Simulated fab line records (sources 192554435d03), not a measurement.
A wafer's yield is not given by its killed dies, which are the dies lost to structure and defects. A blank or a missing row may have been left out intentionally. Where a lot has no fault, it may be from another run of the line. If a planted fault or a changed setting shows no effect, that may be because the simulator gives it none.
Split-lot experiment || flow n5Finfet || route with 1938 steps; 7 lots, 21 wafers read

## ON THE SPLIT
At N5_BEOL_M7_COAT_05 (resist thk 90 nm), the setting spinRpm was moved away from the recipe's 1500 rpm on 7 of the 21 wafers read, by -7.4% to +8.6%. This setting was run at the recipe's value on the other wafers.

## FROM THE SPLIT TO THE READING: what the file shows between them, 6 steps
- N5_BEOL_M7_EBR_07
- N5_BEOL_M7_SOFTBAKE_06: time 60 s
- N5_BEOL_M7_EXPOSE_08: exposes mask M7
- N5_BEOL_M7_PEB_09: peb time 60 s
- N5_BEOL_M7_DEVELOP_10: develop time 30 s
- N5_BEOL_M7_DESCUM_16: chemistry O2, time 7.9 s

## THE READING
CAR-ArF_of_BEOL_M7_COAT_05.thkNm (the simulator's own value, which no gauge read), in nm, at N5_BEOL_M7_ETCH_61 (etches SiARC in CF4, target depth 45.5 nm, time 75.8 s). The file gives no usual value for it. The 14 wafers here that ran the recipe average 51.1 nm, standard deviation 0.33 nm.

{"wafer": "L076.1", "tool, chamber at the split": "lithoTrack-03, 0", "spinRpm as run, rpm": 1500, "against the recipe": "recipe", "CAR-ArF_of_BEOL_M7_COAT_05.thkNm, nm": 51.2, "against lot-mates on the recipe": "-"}
{"wafer": "L076.3", "tool, chamber at the split": "lithoTrack-03, 0", "spinRpm as run, rpm": 1500, "against the recipe": "recipe", "CAR-ArF_of_BEOL_M7_COAT_05.thkNm, nm": 51.2, "against lot-mates on the recipe": "-"}
{"wafer": "L076.6", "tool, chamber at the split": "lithoTrack-03, 0", "spinRpm as run, rpm": 1500, "against the recipe": "recipe", "CAR-ArF_of_BEOL_M7_COAT_05.thkNm, nm": 50.8, "against lot-mates on the recipe": "-"}
{"wafer": "L077.1", "tool, chamber at the split": "lithoTrack-03, 0", "spinRpm as run, rpm": 1500, "against the recipe": "recipe", "CAR-ArF_of_BEOL_M7_COAT_05.thkNm, nm": 51, "against lot-mates on the recipe": "-"}
{"wafer": "L077.2", "tool, chamber at the split": "lithoTrack-03, 0", "spinRpm as run, rpm": 1555, "against the recipe": "+3.7%", "CAR-ArF_of_BEOL_M7_COAT_05.thkNm, nm": 49.6, "against lot-mates on the recipe": -1.6}
{"wafer": "L077.6", "tool, chamber at the split": "lithoTrack-03, 0", "spinRpm as run, rpm": 1500, "against the recipe": "recipe", "CAR-ArF_of_BEOL_M7_COAT_05.thkNm, nm": 51.4, "against lot-mates on the recipe": "-"}
{"wafer": "L081.1", "tool, chamber at the split": "lithoTrack-03, 0", "spinRpm as run, rpm": 1500, "against the recipe": "recipe", "CAR-ArF_of_BEOL_M7_COAT_05.thkNm, nm": 51.4, "against lot-mates on the recipe": "-"}
{"wafer": "L081.3", "tool, chamber at the split": "lithoTrack-03, 0", "spinRpm as run, rpm": 1500, "against the recipe": "recipe", "CAR-ArF_of_BEOL_M7_COAT_05.thkNm, nm": 51.4, "against lot-mates on the recipe": "-"}
{"wafer": "L081.2", "tool, chamber at the split": "lithoTrack-03, 0", "spinRpm as run, rpm": 1500, "against the recipe": "recipe", "CAR-ArF_of_BEOL_M7_COAT_05.thkNm, nm": 51.6, "against lot-mates on the recipe": "-"}
{"wafer": "L084.2", "tool, chamber at the split": "lithoTrack-04, 0", "spinRpm as run, rpm": 1500, "against the recipe": "recipe", "CAR-ArF_of_BEOL_M7_COAT_05.thkNm, nm": 51, "against lot-mates on the recipe": "-"}
{"wafer": "L084.4", "tool, chamber at the split": "lithoTrack-04, 0", "spinRpm as run, rpm": 1389, "against the recipe": "-7.4%", "CAR-ArF_of_BEOL_M7_COAT_05.thkNm, nm": 54.2, "against lot-mates on the recipe": "+3.2"}
{"wafer": "L084.6", "tool, chamber at the split": "lithoTrack-04, 0", "spinRpm as run, rpm": 1389, "against the recipe": "-7.4%", "CAR-ArF_of_BEOL_M7_COAT_05.thkNm, nm": 54.8, "against lot-mates on the recipe": "+3.8"}
{"wafer": "L085.1", "tool, chamber at the split": "lithoTrack-01, 0", "spinRpm as run, rpm": 1500, "against the recipe": "recipe", "CAR-ArF_of_BEOL_M7_COAT_05.thkNm, nm": 50.6, "against lot-mates on the recipe": "-"}
{"wafer": "L085.2", "tool, chamber at the split": "lithoTrack-01, 0", "spinRpm as run, rpm": 1500, "against the recipe": "recipe", "CAR-ArF_of_BEOL_M7_COAT_05.thkNm, nm": 50.8, "against lot-mates on the recipe": "-"}
{"wafer": "L085.5", "tool, chamber at the split": "lithoTrack-01, 0", "spinRpm as run, rpm": 1417, "against the recipe": "-5.5%", "CAR-ArF_of_BEOL_M7_COAT_05.thkNm, nm": 53.2, "against lot-mates on the recipe": "+2.5"}
{"wafer": "L088.1", "tool, chamber at the split": "lithoTrack-01, 0", "spinRpm as run, rpm": 1629, "against the recipe": "+8.6%", "CAR-ArF_of_BEOL_M7_COAT_05.thkNm, nm": 46.8, "against lot-mates on the recipe": -3.6}
{"wafer": "L088.5", "tool, chamber at the split": "lithoTrack-01, 0", "spinRpm as run, rpm": 1500, "against the recipe": "recipe", "CAR-ArF_of_BEOL_M7_COAT_05.thkNm, nm": 50.4, "against lot-mates on the recipe": "-"}
{"wafer": "L088.6", "tool, chamber at the split": "lithoTrack-01, 0", "spinRpm as run, rpm": 1629, "against the recipe": "+8.6%", "CAR-ArF_of_BEOL_M7_COAT_05.thkNm, nm": 47, "against lot-mates on the recipe": -3.4}
{"wafer": "L094.1", "tool, chamber at the split": "lithoTrack-01, 0", "spinRpm as run, rpm": 1500, "against the recipe": "recipe", "CAR-ArF_of_BEOL_M7_COAT_05.thkNm, nm": 51.2, "against lot-mates on the recipe": "-"}
{"wafer": "L094.3", "tool, chamber at the split": "lithoTrack-01, 0", "spinRpm as run, rpm": 1567, "against the recipe": "+4.5%", "CAR-ArF_of_BEOL_M7_COAT_05.thkNm, nm": 49, "against lot-mates on the recipe": -2.0}
{"wafer": "L094.6", "tool, chamber at the split": "lithoTrack-01, 0", "spinRpm as run, rpm": 1500, "against the recipe": "recipe", "CAR-ArF_of_BEOL_M7_COAT_05.thkNm, nm": 50.8, "against lot-mates on the recipe": "-"}

FIT RESULTS
A straight line over all 21 wafers: CAR-ArF_of_BEOL_M7_COAT_05.thkNm changes by -0.463 nm for each +1% of spinRpm; r = -0.99; the points scatter about the line by 0.33 nm.
The same after taking each lot's own level away (the mean of its wafers on the recipe; 21 wafers): -0.438 nm for each +1%; r = -0.99; scatter 0.2 nm.
According to that fit, moving spinRpm by its largest amount changes the reading by 3.8 nm.
Measured against the standard deviation above, the lots' own levels, which go from 50.40 to 51.47 nm, span 3.2 times it.
The two slopes agree, so the slope changes little with the lot-to-lot level.
Check: with one of the wafers moved furthest among these (+8.6%) left out of the fit, the line predicts -3.76 nm for it against its lot-mates. It came out at -3.6 nm against them.

## ADDITIONAL SPLITS CARRIED BY THESE WAFERS
Note: prior to the reading, these wafers also went through further splits. Each is held against what the fit with the lots' levels taken away leaves over:
{"other split on the same wafers": "N5_BEOL_M7_ILD_DEP_00 tempC", "wafers away from the commonest value": 7, "r with CAR-ArF_of_BEOL_M7_COAT_05.thkNm (lot level and that fit taken away)": -0.11}

## THE WHOLE CHAIN: every reading that the file lists as answering this split, in the file's order
{"step": "N5_BEOL_M7_COAT_05", "what it does": "resist thk 90 nm", "reading": "CAR-ArF_of_BEOL_M7_COAT_05.thkNm (the simulator's own value, which no gauge read)", "change (the file's fit)": "-0.427 nm for each +1% of the setting", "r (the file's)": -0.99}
{"step": "N5_BEOL_M7_DEVELOP_10", "what it does": "develop time 30 s", "reading": "CAR-ArF_of_BEOL_M7_COAT_05.thkNm (the simulator's own value, which no gauge read)", "change (the file's fit)": "-0.425 nm for each +1% of the setting", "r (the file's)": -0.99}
{"step": "N5_BEOL_M7_ETCH_61", "what it does": "etches SiARC in CF4, target depth 45.5 nm, time 75.8 s", "reading": "CAR-ArF_of_BEOL_M7_COAT_05.thkNm (the simulator's own value, which no gauge read)", "change (the file's fit)": "-0.439 nm for each +1% of the setting", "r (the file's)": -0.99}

## THE FILE'S OWN FIT
CAR-ArF_of_BEOL_M7_COAT_05.thkNm changes by -0.439 nm for each +1% of spinRpm, r = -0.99.
